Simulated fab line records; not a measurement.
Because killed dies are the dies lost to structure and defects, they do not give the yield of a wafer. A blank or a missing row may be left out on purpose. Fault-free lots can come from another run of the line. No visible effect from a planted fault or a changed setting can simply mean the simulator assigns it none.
Chamber matching	flow n5-finfet	4 sister chambers for N5_DUMMY_GATE_ETCH_23 on rie-si-01
The step etches poly-Si in HBr/Cl2/O2, target depth 41 nm, time 22.3 s. 14 wafers are shown with their chamber, then 6 later ones without.

== EACH WAFER AND ITS CHAMBER ==
wafer	chamber	drypump-motor-current-A (A)	oes-product-au (a.u.)
L333.1	1	5.9	0.992
L333.2	0	5.5	1.045
L333.6	1	6.0	0.987
L336.2	0	5.4	1.032
L336.3	1	6.0	0.980
L336.5	1	6.0	0.983
L342.2	0	5.4	1.026
L342.4	3	4.7	1.003
L352.1	1	6.0	0.982
L352.2	3	4.7	1.010
L352.4	0	5.5	1.032
L354.3	1	5.9	0.993
L354.4	2	5.1	1.003
L354.5	3	4.7	1.005

SIGNATURES (means of the wafers above)
reading	chamber 0	chamber 1	chamber 2	chamber 3	scatter within a chamber
drypump-motor-current-A	5.450	5.967	5.100	4.700	0.0483
oes-product-au	1.03375	0.98617	1.00300	1.00600	0.00605
Rule: a wafer lies at a distance from a chamber equal to the root of the sum of squares, over the readings, of (its reading less the chamber's mean, divided by the reading's scatter). The wafer belongs to the nearest chamber; if the next one is less than 2 further off, it can't be placed. The scatter is the square root of a quotient: the sum, over the shown wafers, of each reading's squared deviation from its chamber's mean, divided by wafers minus chambers.

== WAFERS WITHOUT THEIR CHAMBER ==
wafer	drypump-motor-current-A (A)	oes-product-au (a.u.)
L355.2	5.4	1.022
L355.3	5.9	0.994
L355.5	5.1	1.015
L356.2	5.9	0.980
L356.4	5.4	1.024
L356.6	5.1	0.989

== CHAMBER TAKEN BY EACH ==
wafer	from the rows above	in truth
L355.2	0	0
L355.3	1	1
L355.5	2	2
L356.2	1	1
L356.4	0	0
L356.6	2	2
6 of 6 placed correctly. Number that these rows cannot place: 0. Placed wrongly: 0.
